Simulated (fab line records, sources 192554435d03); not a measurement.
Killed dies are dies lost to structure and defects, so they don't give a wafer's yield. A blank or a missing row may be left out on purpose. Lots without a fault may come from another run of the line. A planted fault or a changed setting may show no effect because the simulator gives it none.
fab line records | flow n5_finfet
record lots=5 wafers=15 last_day=20
route steps=1938 shown GATE_CUT@502 MOL_CONTACT_COAG@517
lots that met no fault: from a run of the same line without faults
start_h: hours from the record's first day to the start of the lot's first wafer shown | wait_h: hours since the lot's step before | " the same as in the row above | L1.1+2: a row that stands for several wafers | - no value, or no start given | * or withheld: withheld | < > ~ a bound
route shown NAME@n: a module of which the file shows steps, and the number in the route of the first | usual: mean/standard deviation of fault-free wafers | same: alike in all rows | chamber/n: place in a boat | sites: the reading at each site | _std_site: their standard deviation | _edge_site: outer sites' mean less inner sites' | radius_mm: how far each site lies from the wafer's centre | mask NAME#n: copy n | behind: the tool/chamber that last shaped the wafer | hold: why the lot was held/for how many hours/how that ended | device: the transistor (n, p or np) that didn't switch | end of line: the same wafers' tests at the end of the route | a step without rows: its recipe alone | killed: dies lost to structure and defects at the first sort, not the wafer's yield | map: a wafer's dies, x killed, . not, _ none there
set.NAME: the setting as run; set.NAME@STEP: as run at that earlier step | model.NAME: the simulator's own value behind a step, which no gauge read
lots at some steps of the route; a table a step, a row a wafer
services: from which hour (start_h, from the record's first day; less than 0 if before it) a tool's chamber was out of use, for how many hours, and why
## steps
# step N5_GATE_CUT_CUT_ETCH_55
# recipe chemistry=BCl3 target=HfO2 mask_material=SiO2 target_depth_a=32 ion_energy_ev=30 pressure_mtorr=5 icp_w=450 bias_w=18 bcl3_flow_sccm=80
# usual drypump_motor_current_A=6.2/0.44 oes_product_au=0.77/0.16 throttle_valve_pct=33.0/0.58
# columns lot.wafer tool chamber start_h wait_h drypump_motor_current_A oes_product_au rf_hours_counter_h throttle_valve_pct
L075.1 rie_metal-01 0 88.00 0.0 6.0 0.59 140 32.4
L075.5 " 0 " " 6.0 0.59 - 32.5
L075.6 " 1 " " 6.7 0.63 - 33.9
L080.1 rie_metal-02 1 120.98 0.0 5.7 0.95 5 32.6
L080.3 " 1 " " 5.7 0.95 - 32.6
L080.6 " 0 " " 6.6 0.60 - 33.3
L082.1 rie_metal-01 1 129.39 0.1 6.7 0.63 119 33.9
L082.2 " 1 " " 6.7 0.63 - 33.8
L082.5 " 1 " " 6.7 0.63 - 33.9
L089.3 rie_metal-03 0 173.80 0.0 6.2 0.96 - 33.0
L089.5 " 1 " " 5.6 0.70 - 32.2
L089.6 " 0 " " 6.2 0.95 - 33.0
L092.1 rie_metal-01 1 193.28 0.0 6.7 0.63 124 33.9
L092.4 " 1 " " 6.7 0.63 - 33.9
L092.6 " 1 " " 6.7 0.63 - 33.9
# step N5_GATE_CUT_ETCH_47
# recipe chemistry=Cl2/BCl3 target=SiO2 target_depth_a=100 pressure_mtorr=10 icp_w=1000 bias_w=126 Cl2_flow_sccm=53.25 bcl3_flow_sccm=21.75 Ar_flow_sccm=25
# usual drypump_motor_current_A=6.2/0.44 oes_product_au=0.77/0.16 throttle_valve_pct=22.8/0.35
# columns lot.wafer tool chamber start_h wait_h drypump_motor_current_A oes_product_au rf_hours_counter_h throttle_valve_pct
L075.1 rie_metal-01 0 88.03 0.0 6.0 0.59 140 22.8
L075.5 " 0 " " 6.0 0.59 - 22.8
L075.6 " 1 " " 6.7 0.63 - 23.3
L080.1 rie_metal-02 1 121.01 0.0 5.7 0.94 5 22.6
L080.3 " 1 " " 5.7 0.93 - 22.6
L080.6 " 0 " " 6.6 0.59 - 23.0
L082.1 rie_metal-01 1 129.45 0.1 6.7 0.62 119 23.3
L082.2 " 1 " " 6.7 0.63 - 23.3
L082.5 " 1 " " 6.7 0.63 - 23.3
L089.3 rie_metal-03 0 173.83 0.0 6.2 0.96 - 22.7
L089.5 " 1 " " 5.6 0.70 - 22.3
L089.6 " 0 " " 6.2 0.96 - 22.7
L092.1 rie_metal-01 1 193.31 0.0 6.7 0.62 124 23.3
L092.4 " 1 " " 6.7 0.62 - 23.3
L092.6 " 1 " " 6.7 0.62 - 23.3
# step N5_GATE_CUT_VAPOR_ETCH_48
# recipe chemistry=BCl3/Cl2 target=TiN mode=isotropic
# usual drypump_motor_current_A=6.2/0.44 oes_product_au=0.77/0.16
# columns lot.wafer tool chamber start_h wait_h drypump_motor_current_A oes_product_au
L075.1 rie_metal-01 0 88.06 0.0 6.0 0.59
L075.5 " 0 " " 6.0 0.59
L075.6 " 1 " " 6.7 0.63
L080.1 rie_metal-02 1 121.04 0.0 5.7 0.94
L080.3 " 1 " " 5.7 0.93
L080.6 " 0 " " 6.6 0.59
L082.1 rie_metal-01 1 129.51 0.1 6.7 0.63
L082.2 " 1 " " 6.7 0.62
L082.5 " 1 " " 6.7 0.63
L089.3 rie_metal-03 0 173.86 0.0 6.2 0.97
L089.5 " 1 " " 5.6 0.72
L089.6 " 0 " " 6.2 0.97
L092.1 rie_metal-01 1 193.34 0.0 6.7 0.62
L092.4 " 1 " " 6.7 0.62
L092.6 " 1 " " 6.7 0.62
# step N5_GATE_CUT_VAPOR_ETCH_49
# recipe chemistry=BCl3/Cl2 target=TiAlC mode=isotropic
# usual drypump_motor_current_A=6.2/0.44 oes_product_au=0.77/0.15
# columns lot.wafer tool chamber start_h wait_h drypump_motor_current_A oes_product_au
L075.1 rie_metal-01 0 88.09 0.0 6.0 0.59
L075.5 " 0 " " 6.0 0.59
L075.6 " 1 " " 6.7 0.63
L080.1 rie_metal-02 1 121.07 0.0 5.7 0.93
L080.3 " 1 " " 5.7 0.93
L080.6 " 0 " " 6.6 0.59
L082.1 rie_metal-01 1 129.57 0.1 6.7 0.62
L082.2 " 1 " " 6.7 0.63
L082.5 " 1 " " 6.7 0.63
L089.3 rie_metal-03 0 173.89 0.0 6.2 0.97
L089.5 " 1 " " 5.6 0.71
L089.6 " 0 " " 6.2 0.96
L092.1 rie_metal-01 1 193.37 0.0 6.7 0.62
L092.4 " 1 " " 6.7 0.62
L092.6 " 1 " " 6.7 0.61
# step N5_GATE_CUT_VAPOR_ETCH_51
# recipe chemistry=BCl3/Cl2 target=HfO2 mode=isotropic
# usual drypump_motor_current_A=6.2/0.44 oes_product_au=0.77/0.16
# columns lot.wafer tool chamber start_h wait_h drypump_motor_current_A oes_product_au
L075.1 rie_metal-01 0 88.12 0.0 6.1 0.59
L075.5 " 0 " " 6.0 0.59
L075.6 " 1 " " 6.7 0.63
L080.1 rie_metal-02 1 121.10 0.0 5.7 0.94
L080.3 " 1 " " 5.7 0.94
L080.6 " 0 " " 6.6 0.59
L082.1 rie_metal-01 1 129.63 0.1 6.7 0.62
L082.2 " 1 " " 6.7 0.63
L082.5 " 1 " " 6.7 0.62
L089.3 rie_metal-03 0 173.92 0.0 6.2 0.98
L089.5 " 1 " " 5.6 0.71
L089.6 " 0 " " 6.2 0.97
L092.1 rie_metal-01 1 193.40 0.0 6.7 0.62
L092.4 " 1 " " 6.7 0.62
L092.6 " 1 " " 6.7 0.61
# step N5_GATE_CUT_STRIP_21
# recipe chemistry=N2/H2 time_s=30 power_w=1000 temp_c=250 pressure_mtorr=withheld n2_flow_sccm=1750 h2_flow_sccm=3250
# usual drypump_motor_current_A=6.2/0.34 heater_power_w=304/15
# same time_s=30
# columns lot.wafer tool chamber start_h wait_h drypump_motor_current_A heater_power_w rf_hours_counter_h
L075.1 plasma_asher-01 0 88.17 0.0 6.6 307 94
L075.5 " 1 " " 5.8 316 -
L075.6 " 0 " " 6.6 308 -
L080.1 plasma_asher-02 0 121.15 0.0 5.9 292 39
L080.3 " 0 " " 5.9 284 -
L080.6 " 0 " " 5.9 290 -
L082.1 plasma_asher-01 0 129.71 0.1 6.6 309 102
L082.2 " 1 " " 5.7 337 102
L082.5 " 0 " " 6.6 309 -
L089.3 plasma_asher-01 1 173.98 0.1 5.7 329 -
L089.5 " 0 " " 6.6 305 -
L089.6 " 1 " " 5.7 333 -
L092.1 plasma_asher-02 1 193.45 0.0 6.4 287 53
L092.4 " 1 " " 6.4 292 -
L092.6 " 0 " " 5.9 288 -
# step N5_GATE_CUT_STRIP_29
# recipe chemistry=post_etch_residue_remover time_s=60 temp_c=25 remover_ph=withheld remover_water_wt_pct=withheld remover_fluoride_wt_pct=withheld
# same time_s=60
# columns lot.wafer tool chamber start_h wait_h
L075.1+5+6 wet_bench-05 5,1,2 88.26 0.1
L080.1+3+6 wet_bench-04 4,3,5 121.23 0.1
L082.1+2+5 wet_bench-06 6,0,1 129.80 0.1
L089.3+5+6 wet_bench-04 6,3,7 174.05 0.0
L092.1+4+6 wet_bench-05 2,6,7 193.53 0.1
# step N5_GATE_CUT_SRD_52
# recipe dry=ipa_marangoni time_s=30 temp_c=23 rinse_liquid=diw
# same time_s=30
# columns lot.wafer tool chamber start_h wait_h
L075.1+5+6 wet_bench-05 5,1,2 88.28 0.0
L080.1+3+6 wet_bench-04 4,3,5 121.25 0.0
L082.1+2+5 wet_bench-06 6,0,1 129.82 0.0
L089.3+5+6 wet_bench-04 6,3,7 174.06 0.0
L092.1+4+6 wet_bench-05 2,6,7 193.56 0.0
# step N5_GATE_CUT_ALD_22
# recipe material=SiNx target_thk_a=160 temp_c=400 ald_precursor_family=SiH2I2 ald_co_reactant=N2/H2-plasma pulse_time_s=1 ald_cycles=320 purge_time_s=2 co_reactant_purge_time_s=2 pressure_torr=2
# usual heater_power_w=842/92 precursor_pulse_height_rel=1.001/0.021
# columns lot.wafer tool chamber start_h wait_h heater_power_w precursor_pulse_height_rel since_wet_clean_h
L075.1 ald_sin-01 3 88.35 0.1 906 0.969 185
L075.5 " 1 " " 920 0.980 -
L075.6 " 2 " " 864 1.044 -
L080.1 ald_sin-03 2 121.30 0.0 840 1.031 311
L080.3 " 1 " " 882 0.962 311
L080.6 " 0 " " 922 1.018 -
L082.1 ald_sin-03 3 129.87 0.0 944 0.982 319
L082.2 " 1 " " 883 0.999 319
L082.5 " 0 " " 965 1.031 -
L089.3 ald_sin-01 1 174.11 0.0 927 1.041 270
L089.5 " 0 " " 741 0.988 -
L089.6 " 3 " " 888 0.965 -
L092.1 ald_sin-02 3 193.60 0.0 803 0.998 94
L092.4 " 1 " " 744 1.007 94
L092.6 " 1 " " 737 1.001 -
# step N5_GATE_CUT_CMP_23
# recipe stop_on=SiO2 t_overpolish_s=23.4 post_cmp_clean=alkaline_brush down_force_psi=2.5 platen_rpm=51.8 pad_velocity_m_s=1.0307 target_thk_nm=16
# usual motor_current_A=9.4/0.62 overpolish_run_s=23.400/0.0093 time_to_endpoint_s=19.9/2.5
# columns lot.wafer tool chamber start_h wait_h motor_current_A overpolish_run_s time_to_endpoint_s
L075.1 cmp-03 2 89.92 0.8 10.4 23.402 14.3
L075.6 " 0 " " 10.0 23.392 16.0
L075.5 " 1 " " 9.6 23.392 22.0
L080.3 cmp-02 0 122.79 0.8 9.1 23.396 19.7
L080.1 " 2 " " 9.5 23.396 19.0
L080.6 " 1 " " 8.6 23.407 20.1
L082.1 cmp-02 2 131.43 0.8 9.2 23.406 22.0
L082.2 " 3 " " 9.9 23.395 21.9
L082.5 " 0 " " 9.1 23.406 23.2
L089.3 cmp-03 2 175.64 0.8 10.0 23.397 19.8
L089.5 " 1 " " 10.0 23.406 21.4
L089.6 " 2 " " 10.6 23.377 18.8
L092.1 cmp-02 0 195.13 0.8 8.8 23.397 23.5
L092.4 " 1 " " 9.2 23.408 22.8
L092.6 " 3 " " 10.6 23.399 20.1
# step N5_GATE_CUT_THK_MEAS_24
# recipe reads=SiO2_of_GATE_CUT_HM_DEP_46+SiO2_flowable_of_ILD0_FCVD_FILL_01
# usual GC_FILL_THK=220.8/2.1
# columns lot.wafer tool chamber start_h wait_h GC_FILL_THK[nm]
L075.1 film_metro-01 - 90.14 - 220.4
L075.5 " - " " 218.3
L075.6 " - " " 221.1
L080.1 film_metro-02 - 123.08 - 221.9
L080.3 " - " " 218.8
L080.6 " - " " 219.8
L082.1 film_metro-01 - 131.65 - 219.9
L082.2 " - " " 219.1
L082.5 " - " " 220.9
L089.3 film_metro-02 - 175.90 - 221.7
L089.5 " - " " 221.9
L089.6 " - " " 222.2
L092.1 film_metro-02 - 195.39 - 220.3
L092.4 " - " " 226.4
L092.6 " - " " 216.7
# step N5_GATE_CUT_CMP_43
# recipe material=SiO2 post_cmp_clean=rinse_only
# usual motor_current_A=12.4/0.85
# columns lot.wafer tool chamber start_h wait_h motor_current_A
L075.1 cmp-04 0 90.17 0.0 12.1
L075.6 " 0 " " 11.0
L075.5 " 1 " " 11.3
L080.1 cmp-04 3 123.20 0.1 13.1
L080.3 " 0 " " 11.3
L080.6 " 3 " " 13.5
L082.2 cmp-04 2 131.68 0.0 12.6
L082.1 " 1 " " 11.7
L082.5 " 3 " " 13.9
L089.3 cmp-02 2 176.08 0.2 12.0
L089.6 " 0 " " 11.9
L089.5 " 1 " " 11.8
L092.1 cmp-04 3 195.42 0.0 13.1
L092.4 " 2 " " 12.6
L092.6 " 3 " " 13.5
# step N5_GATE_CUT_CMP_61
# recipe stop_on=SiNx t_overpolish_s=3 post_cmp_clean=alkaline_brush down_force_psi=4 platen_rpm=27.09 pad_velocity_m_s=0.539
# usual motor_current_A=12.5/0.89
# columns lot.wafer tool chamber start_h wait_h motor_current_A
L075.1 cmp-04 0 90.65 0.4 11.4
L075.6 " 0 " " 11.2
L075.5 " 1 " " 11.7
L080.1 cmp-04 3 123.66 0.4 13.2
L080.3 " 0 " " 11.6
L080.6 " 3 " " 13.9
L082.2 cmp-04 2 132.16 0.4 11.9
L082.1 " 1 " " 11.9
L082.5 " 3 " " 14.3
L089.3 cmp-02 2 176.46 0.3 12.3
L089.6 " 0 " " 11.8
L089.5 " 1 " " 12.6
L092.1 cmp-04 3 195.90 0.4 13.1
L092.4 " 2 " " 12.5
L092.6 " 3 " " 13.0
# step N5_GATE_CUT_INSPECT_26
# recipe inspect_instrument=darkfield mode=post_cmp
# usual raw_defect_count=34/17
# columns lot.wafer tool chamber start_h wait_h raw_defect_count
L075.1 defect_inspect-01 - 90.88 0.0 57
L075.5 " - " " 46
L075.6 " - " " 45
L080.1 defect_inspect-02 - 123.88 0.0 29
L080.3 " - " " 36
L080.6 " - " " 12
L082.1 defect_inspect-01 - 132.39 0.0 25
L082.2 " - " " 21
L082.5 " - " " 9
L089.3 defect_inspect-01 - 176.64 0.0 54
L089.5 " - " " 81
L089.6 " - " " 60
L092.1 defect_inspect-02 - 196.13 0.0 13
L092.4 " - " " 48
L092.6 " - " " 17
# step N5_MOL_CONTACT_COAG_COAT_103
# recipe resist=SOC temp_c=250 time_s=60 spin_rpm=1500 resist_thk_nm=80
# same time_s=60
# columns lot.wafer tool chamber start_h wait_h
L075.1+5+6 litho_track-01 0 90.91 0.0
L080.1+3+6 litho_track-04 0 123.91 0.0
L082.1+2+5 litho_track-03 0 132.43 0.0
L089.3+5+6 litho_track-04 0 176.67 0.0
L092.1+4+6 litho_track-03 0 196.16 0.0
# step N5_MOL_CONTACT_COAG_COAT_104
# recipe resist=SiARC temp_c=220 time_s=60 spin_rpm=1500 resist_thk_nm=12
# same time_s=60
# columns lot.wafer tool chamber start_h wait_h
L075.1+5+6 litho_track-01 0 - -
L080.1+3+6 litho_track-04 0 - -
L082.1+2+5 litho_track-03 0 - -
L089.3+5+6 litho_track-04 0 - -
L092.1+4+6 litho_track-03 0 - -
# step N5_MOL_CONTACT_COAG_COAT_58
# recipe resist=underlayer temp_c=205 time_s=60 spin_rpm=1500 resist_thk_nm=10
# same time_s=60
# columns lot.wafer tool chamber start_h wait_h
L075.1+5+6 litho_track-01 0 - -
L080.1+3+6 litho_track-04 0 - -
L082.1+2+5 litho_track-03 0 - -
L089.3+5+6 litho_track-04 0 - -
L092.1+4+6 litho_track-03 0 - -
# step N5_MOL_CONTACT_COAG_COAT_02
# recipe resist=CAR-EUV spin_rpm=1500 resist_thk_nm=30
# columns lot.wafer tool chamber start_h wait_h
L075.1+5+6 litho_track-01 0 - -
L080.1+3+6 litho_track-04 0 - -
L082.1+2+5 litho_track-03 0 - -
L089.3+5+6 litho_track-04 0 - -
L092.1+4+6 litho_track-03 0 - -
# step N5_MOL_CONTACT_COAG_EBR_04
# recipe solvent=PGMEA ebr_width_mm=1.5
# columns lot.wafer tool chamber start_h wait_h
L075.1+5+6 litho_track-01 0 - -
L080.1+3+6 litho_track-04 0 - -
L082.1+2+5 litho_track-03 0 - -
L089.3+5+6 litho_track-04 0 - -
L092.1+4+6 litho_track-03 0 - -
# step N5_MOL_CONTACT_COAG_SOFTBAKE_03
# recipe temp_c=110 time_s=60 resist=CAR-EUV
# same time_s=60
# columns lot.wafer tool chamber start_h wait_h
L075.1+5+6 litho_track-01 0 - -
L080.1+3+6 litho_track-04 0 - -
L082.1+2+5 litho_track-03 0 - -
L089.3+5+6 litho_track-04 0 - -
L092.1+4+6 litho_track-03 0 - -
# step N5_MOL_CONTACT_COAG_EXPOSE_05
# recipe mask_id=CA na=0.33 source_shape=annular sigma_inner=0.4 sigma_outer=0.8 polarization=unpolarized defocus_nm=0 dose_mj=38.25
# same sigma_inner=0.4 sigma_outer=0.8
# columns lot.wafer tool chamber start_h wait_h mask
L075.1+5+6 euv_scanner-02 0 91.04 - CA#0
L080.1+3+6 euv_scanner-02 0 124.17 - CA#0
L082.1+2+5 euv_scanner-02 0 132.69 - CA#0
L089.3+5+6 euv_scanner-01 0 176.82 - CA#0
L092.1+4+6 euv_scanner-02 0 196.30 - CA#0
# step N5_MOL_CONTACT_COAG_PEB_06
# recipe peb_temp_c=100 peb_time_s=60 resist=CAR-EUV
# columns lot.wafer tool chamber start_h wait_h
L075.1+5+6 litho_track-01 0 91.11 0.1
L080.1+3+6 litho_track-04 0 124.23 0.1
L082.1+2+5 litho_track-04 0 132.75 0.1
L089.3+5+6 litho_track-01 0 176.87 0.0
L092.1+4+6 litho_track-04 0 196.36 0.1
# step N5_MOL_CONTACT_COAG_DEVELOP_07
# recipe develop_time_s=30 developer=TMAH resist=CAR-EUV rinse_liquid=surfactant_rinse dry=air_spin dev_temp_c=23
# columns lot.wafer tool chamber start_h wait_h
L075.1+5+6 litho_track-01 0 - -
L080.1+3+6 litho_track-04 0 - -
L082.1+2+5 litho_track-04 0 - -
L089.3+5+6 litho_track-01 0 - -
L092.1+4+6 litho_track-04 0 - -
# step N5_MOL_CONTACT_COAG_CD_MEAS_08
# recipe target_cd_nm=28 landing_energy_ev=500 detector=se_inlens polarity=opening
# usual cd_nm=28.04/0.24
# columns lot.wafer tool chamber start_h wait_h cd_nm
L075.1 cd_sem-02 0 91.17 - 28.15
L075.5 " 0 " " 28.15
L075.6 " 0 " " 28.09
L080.1 cd_sem-02 0 124.30 - 27.73
L080.3 " 0 " " 27.54
L080.6 " 0 " " 27.92
L082.1 cd_sem-02 0 132.82 - 28.20
L082.2 " 0 " " 28.13
L082.5 " 0 " " 28.48
L089.3 cd_sem-01 0 176.94 - 27.67
L089.5 " 0 " " 28.15
L089.6 " 0 " " 28.20
L092.1 cd_sem-01 0 196.43 - 27.76
L092.4 " 0 " " 28.40
L092.6 " 0 " " 27.79
# step N5_MOL_CONTACT_COAG_OVL_MEAS_09
# recipe points_per_wafer=522
# usual CA_OVL=0.0/0.74
# columns lot.wafer tool chamber start_h wait_h CA_OVL[nm]
L075.1 overlay-02 0 91.20 0.0 -0.8
L075.5 " 0 " " -0.2
L075.6 " 0 " " 0.3
L080.1 overlay-02 0 124.33 0.0 0.4
L080.3 " 0 " " -0.6
L080.6 " 0 " " -1.0
L082.1 overlay-02 0 132.85 0.0 0.3
L082.2 " 0 " " 0.3
L082.5 " 0 " " 0.6
L089.3 overlay-01 0 176.98 0.0 -0.6
L089.5 " 0 " " -0.4
L089.6 " 0 " " -0.8
L092.1 overlay-01 0 196.46 0.0 0.0
L092.4 " 0 " " -0.1
L092.6 " 0 " " 0.1
# step N5_MOL_CONTACT_COAG_INSPECT_10
# recipe mode=adi inspect_instrument=brightfield
# usual raw_defect_count=63/28
# columns lot.wafer tool chamber start_h wait_h raw_defect_count
L075.1 defect_inspect-02 - 91.26 0.1 94
L075.5 " - " " 84
L075.6 " - " " 69
L080.1 defect_inspect-02 - 124.39 0.1 58
L080.3 " - " " 76
L080.6 " - " " 27
L082.1 defect_inspect-02 - 132.91 0.1 39
L082.2 " - " " 39
L082.5 " - " " 23
L089.3 defect_inspect-01 - 177.02 0.0 88
L089.5 " - " " 119
L089.6 " - " " 98
L092.1 defect_inspect-02 - 196.51 0.1 45
L092.4 " - " " 90
L092.6 " - " " 36
# step N5_MOL_CONTACT_COAG_DESCUM_13
# recipe chemistry=O2 time_s=7 source_power_w=50 bias_power_w=20 pressure_mtorr=20 rf_frequency_hz=2.712e+07 temp_c=40 resist=CAR-EUV o2_flow_sccm=225
# usual drypump_motor_current_A=5.69/0.2 oes_product_au=0.77/0.071 rf_vpp_V=243.3/1.3 showerhead_plenum_p_Torr=2.09/0.067 throttle_valve_pct=20.48/0.25
# same time_s=7
# columns lot.wafer tool chamber start_h wait_h drypump_motor_current_A oes_product_au rf_hours_counter_h rf_vpp_V showerhead_plenum_p_Torr throttle_valve_pct
L075.1 rie_diel-04 2 91.39 0.1 5.40 0.70 207 245.2 2.17 20.42
L075.5 " 2 " " 5.40 0.70 - 243.8 2.17 20.43
L075.6 " 1 " " 5.93 0.69 - 244.9 2.07 20.71
L080.1 rie_diel-04 2 124.42 0.0 5.41 0.70 215 245.7 2.16 20.46
L080.3 " 1 " " 5.91 0.68 243 242.2 2.07 20.71
L080.6 " 0 " " 5.85 0.69 - 242.6 2.08 20.95
L082.1 rie_diel-01 0 132.94 0.0 5.76 0.86 69 242.9 2.02 20.23
L082.2 " 2 " " 5.64 0.76 141 243.3 2.09 20.76
L082.5 " 3 " " 5.87 0.68 - 242.5 2.04 20.21
L089.3 rie_diel-01 0 177.06 0.0 5.74 0.83 86 244.1 2.02 20.26
L089.5 " 0 " " 5.74 0.84 - 243.0 2.02 20.26
L089.6 " 1 " " 5.57 0.84 - 245.3 2.18 20.28
L092.1 rie_diel-03 2 196.55 0.0 5.96 0.73 175 244.2 2.16 20.44
L092.4 " 1 " " 5.78 0.78 115 242.8 2.02 20.70
L092.6 " 3 " " 5.64 0.79 - 241.3 1.97 20.10
# step N5_MOL_CONTACT_COAG_ETCH_59
# recipe chemistry=N2/H2 target=underlayer target_depth_a=130 mask_material=CAR-EUV time_s=10.4 ion_energy_ev=200 pressure_mtorr=30 source_w=840 bias_w=150 n2_flow_sccm=200 h2_flow_sccm=200 ends=cleared
# usual drypump_motor_current_A=5.70/0.2 etch_rf_on_time_s=10.5/0.36 oes_product_au=0.66/0.062 rf_vpp_V=523.9/2.4 showerhead_plenum_p_Torr=2.54/0.085 throttle_valve_pct=17.92/0.22
# columns lot.wafer tool chamber start_h wait_h drypump_motor_current_A etch_rf_on_time_s oes_product_au rf_hours_counter_h rf_vpp_V showerhead_plenum_p_Torr throttle_valve_pct
L075.1 rie_diel-04 2 91.42 0.0 5.42 10.5 0.61 207 524.7 2.64 18.04
L075.5 " 2 " " 5.42 10.5 0.60 - 525.4 2.64 18.04
L075.6 " 1 " " 5.91 9.9 0.61 - 524.3 2.51 18.18
L080.1 rie_diel-04 2 124.46 0.0 5.45 10.6 0.60 215 527.0 2.64 18.06
L080.3 " 1 " " 5.92 9.9 0.61 243 522.5 2.51 18.19
L080.6 " 0 " " 5.85 10.2 0.60 - 523.1 2.49 18.15
L082.1 rie_diel-01 0 132.97 0.0 5.73 10.1 0.75 69 522.5 2.47 17.75
L082.2 " 2 " " 5.65 10.9 0.64 141 524.6 2.56 18.33
L082.5 " 3 " " 5.88 10.8 0.59 - 522.3 2.51 17.89
L089.3 rie_diel-01 0 177.09 0.0 5.77 10.3 0.71 86 522.5 2.47 17.78
L089.5 " 0 " " 5.74 10.3 0.71 - 521.5 2.47 17.78
L089.6 " 1 " " 5.57 10.2 0.73 - 526.6 2.68 17.91
L092.1 rie_diel-03 2 196.58 0.0 5.98 10.9 0.61 175 526.8 2.63 17.87
L092.4 " 1 " " 5.78 10.5 0.68 115 520.9 2.44 17.97
L092.6 " 3 " " 5.68 11.1 0.66 - 520.3 2.42 17.60
# step N5_MOL_CONTACT_COAG_ETCH_105
# recipe chemistry=CF4 target=SiARC target_depth_a=156 mask_material=CAR-EUV time_s=26 ion_energy_ev=80 pressure_mtorr=40 source_w=545 bias_w=36 Ar_flow_sccm=100 cf4_flow_sccm=100 ends=cleared
# usual drypump_motor_current_A=5.69/0.2 etch_rf_on_time_s=26.4/0.94 oes_product_au=0.66/0.062 rf_vpp_V=184.0/1.2 showerhead_plenum_p_Torr=2.14/0.062 throttle_valve_pct=15.68/0.16
# columns lot.wafer tool chamber start_h wait_h drypump_motor_current_A etch_rf_on_time_s oes_product_au rf_hours_counter_h rf_vpp_V showerhead_plenum_p_Torr throttle_valve_pct
L075.1 rie_diel-04 2 91.44 0.0 5.41 26.6 0.59 207 184.7 2.21 15.69
L075.5 " 2 " " 5.42 26.8 0.59 - 183.7 2.21 15.69
L075.6 " 1 " " 5.90 25.3 0.61 - 183.6 2.09 15.74
L080.1 rie_diel-04 2 124.48 0.0 5.42 26.7 0.60 215 185.8 2.20 15.72
L080.3 " 1 " " 5.88 25.3 0.60 243 182.4 2.09 15.78
L080.6 " 0 " " 5.85 25.8 0.60 - 182.4 2.11 16.07
L082.1 rie_diel-01 0 132.99 0.0 5.74 25.6 0.73 69 182.7 2.09 15.52
L082.2 " 2 " " 5.62 27.6 0.64 141 184.7 2.14 15.96
L082.5 " 3 " " 5.87 27.5 0.58 - 183.4 2.13 15.68
L089.3 rie_diel-01 0 177.11 0.0 5.74 25.6 0.71 86 184.6 2.09 15.57
L089.5 " 0 " " 5.74 25.4 0.72 - 181.8 2.09 15.58
L089.6 " 1 " " 5.55 26.0 0.72 - 186.8 2.25 15.60
L092.1 rie_diel-03 2 196.60 0.0 5.98 27.0 0.62 175 184.1 2.21 15.67
L092.4 " 1 " " 5.77 25.9 0.67 115 182.9 2.06 15.69
L092.6 " 3 " " 5.63 27.2 0.66 - 183.9 2.06 15.55
# step N5_MOL_CONTACT_COAG_ETCH_106
# recipe chemistry=N2/H2 target=SOC target_depth_a=800 overetch_a=160 mask_material=SiARC temp_c=40 time_s=120 ion_energy_ev=200 pressure_mtorr=30 source_w=840 bias_w=150 n2_flow_sccm=200 h2_flow_sccm=200
# usual drypump_motor_current_A=5.70/0.2 oes_product_au=0.70/0.059 rf_vpp_V=523.9/2.4 showerhead_plenum_p_Torr=2.54/0.085 throttle_valve_pct=17.89/0.22
# same time_s=120
# columns lot.wafer tool chamber start_h wait_h drypump_motor_current_A oes_product_au rf_hours_counter_h rf_vpp_V showerhead_plenum_p_Torr throttle_valve_pct
L075.1 rie_diel-04 2 91.47 0.0 5.39 0.64 207 526.3 2.64 18.02
L075.5 " 2 " " 5.39 0.64 - 526.3 2.64 18.00
L075.6 " 1 " " 5.90 0.62 - 522.2 2.51 18.15
L080.1 rie_diel-04 2 124.50 0.0 5.44 0.64 215 526.1 2.64 18.02
L080.3 " 1 " " 5.93 0.62 243 523.5 2.51 18.15
L080.6 " 0 " " 5.87 0.62 - 523.0 2.49 18.11
L082.1 rie_diel-01 0 133.02 0.0 5.70 0.76 69 522.1 2.47 17.72
L082.2 " 2 " " 5.64 0.69 141 523.7 2.56 18.30
L082.5 " 3 " " 5.87 0.63 - 522.0 2.51 17.86
L089.3 rie_diel-01 0 177.14 0.0 5.72 0.74 87 522.2 2.47 17.76
L089.5 " 0 " " 5.73 0.74 - 521.5 2.47 17.75
L089.6 " 1 " " 5.58 0.75 - 527.8 2.68 17.90
L092.1 rie_diel-03 2 196.63 0.0 5.97 0.66 175 526.2 2.63 17.85
L092.4 " 1 " " 5.77 0.71 115 521.0 2.44 17.94
L092.6 " 3 " " 5.66 0.71 - 521.6 2.42 17.57
# step N5_MOL_CONTACT_COAG_STRIP_107
# recipe chemistry=N2/H2 temp_c=40 n2_flow_sccm=200 h2_flow_sccm=200 rf_frequency_hz=6e+07
# columns lot.wafer tool chamber start_h wait_h
L075.1+5+6 rie_diel-04 2,2,1 91.55 0.0
L080.1+3+6 rie_diel-04 2,1,0 124.58 0.0
L082.1+2+5 rie_diel-01 0,2,3 133.10 0.0
L089.3+5+6 rie_diel-01 0,0,1 177.22 0.0
L092.1+4+6 rie_diel-03 2,1,3 196.71 0.0
# step N5_MOL_CONTACT_COAG_STRIP_108
# recipe chemistry=N2/H2 temp_c=40 n2_flow_sccm=200 h2_flow_sccm=200 rf_frequency_hz=6e+07
# columns lot.wafer tool chamber start_h wait_h
L075.1+5+6 rie_diel-04 2,2,1 91.56 0.0
L080.1+3+6 rie_diel-04 2,1,0 124.59 0.0
L082.1+2+5 rie_diel-01 0,2,3 133.11 0.0
L089.3+5+6 rie_diel-01 0,0,1 177.23 0.0
L092.1+4+6 rie_diel-03 2,1,3 196.72 0.0
## services
# columns tool chamber start_h hours kind
euv_scanner-02 - 69.03 1.0 pm
cmp-03 - 70.76 1.3 repair
rie_diel-03 3 73.73 36.7 repair
ald_sin-03 3 78.05 2.7 repair
cmp-02 - 87.25 5.0 pm
cmp-04 - 93.06 0.5 repair
rie_diel-04 3 94.76 1.6 repair
euv_scanner-02 - 96.37 0.3 repair
ald_sin-03 0 102.01 11.3 repair
rie_diel-01 - 114.20 2.8 pm
rie_diel-03 2 115.16 18.1 repair
cmp-04 - 115.41 4.0 pm
euv_scanner-02 - 115.54 0.6 repair
euv_scanner-02 - 118.24 1.0 pm
cmp-04 - 126.54 5.1 pm
euv_scanner-02 - 129.79 0.3 repair
plasma_asher-02 - 157.59 1.5 repair
ald_sin-03 0 159.56 17.0 repair
cmp-02 - 168.43 4.0 pm
plasma_asher-02 - 170.52 2.0 repair
cmp-04 - 172.27 0.4 repair
euv_scanner-02 - 174.39 1.0 pm
wet_bench-05 - 191.05 0.6 repair
plasma_asher-01 - 191.83 15.6 pm
## key
fault none
